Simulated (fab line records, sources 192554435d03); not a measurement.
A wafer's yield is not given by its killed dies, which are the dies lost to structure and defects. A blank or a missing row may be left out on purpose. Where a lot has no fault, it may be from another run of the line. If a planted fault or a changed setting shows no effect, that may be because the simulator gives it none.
Chamber matching || flow n5_finfet || 3 sister chambers for N5_BEOL_M5_ILD_DEP_00 on pecvd-01
The step deposits SiCOH lowk from DEMS/porogen, target thk 140.64 nm, time 25.9 s. 3 wafers are shown with their chamber, then 10 later ones without.

WAFERS, EACH WITH ITS CHAMBER
{"wafer": "L083.3", "chamber": 0, "throttle_valve_pct (%)": 15.1}
{"wafer": "L083.4", "chamber": 1, "throttle_valve_pct (%)": 13.9}
{"wafer": "L083.5", "chamber": 2, "throttle_valve_pct (%)": 13.9}

WAFERS WITH NO CHAMBER GIVEN
{"wafer": "L083.6", "throttle_valve_pct (%)": 15.2}
{"wafer": "L086.1", "throttle_valve_pct (%)": 15.0}
{"wafer": "L086.3", "throttle_valve_pct (%)": 13.9}
{"wafer": "L086.4", "throttle_valve_pct (%)": 13.8}
{"wafer": "L096.1", "throttle_valve_pct (%)": 13.6}
{"wafer": "L096.2", "throttle_valve_pct (%)": 14.0}
{"wafer": "L096.3", "throttle_valve_pct (%)": 14.8}
{"wafer": "L096.4", "throttle_valve_pct (%)": 15.2}
{"wafer": "L096.5", "throttle_valve_pct (%)": 14.1}
{"wafer": "L096.6", "throttle_valve_pct (%)": 13.7}

WHICH CHAMBER EACH ONE RAN IN
{"wafer": "L083.6", "from the rows above": 0, "in truth": 0}
{"wafer": "L086.1", "from the rows above": 0, "in truth": 0}
{"wafer": "L086.3", "from the rows above": "can't be placed: 1 or 2", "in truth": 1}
{"wafer": "L086.4", "from the rows above": "can't be placed: 1 or 2", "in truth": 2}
{"wafer": "L096.1", "from the rows above": "can't be placed: 1 or 2", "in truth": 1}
{"wafer": "L096.2", "from the rows above": "can't be placed: 1 or 2", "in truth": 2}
{"wafer": "L096.3", "from the rows above": 0, "in truth": 0}
{"wafer": "L096.4", "from the rows above": 0, "in truth": 0}
{"wafer": "L096.5", "from the rows above": "can't be placed: 1 or 2", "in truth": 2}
{"wafer": "L096.6", "from the rows above": "can't be placed: 1 or 2", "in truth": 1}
Correctly placed: 4 of 10. These rows do not allow placing 6 (true chamber among the candidates in 6). Wrongly placed: 0.
How it was worked out, from the rows above alone: a wafer's distance from a chamber is the root of the sum, over the readings, of the square of ((its reading less the chamber's mean) divided by the reading's scatter). If the next closest chamber is less than 2 further off than the closest, the wafer can't be placed; otherwise it belongs to the closest. The mean given for a chamber averages the wafers shown for that chamber. The scatter: with one shown wafer a chamber, the root of the mean of the squares of how far each hidden wafer lies from its nearest shown one.
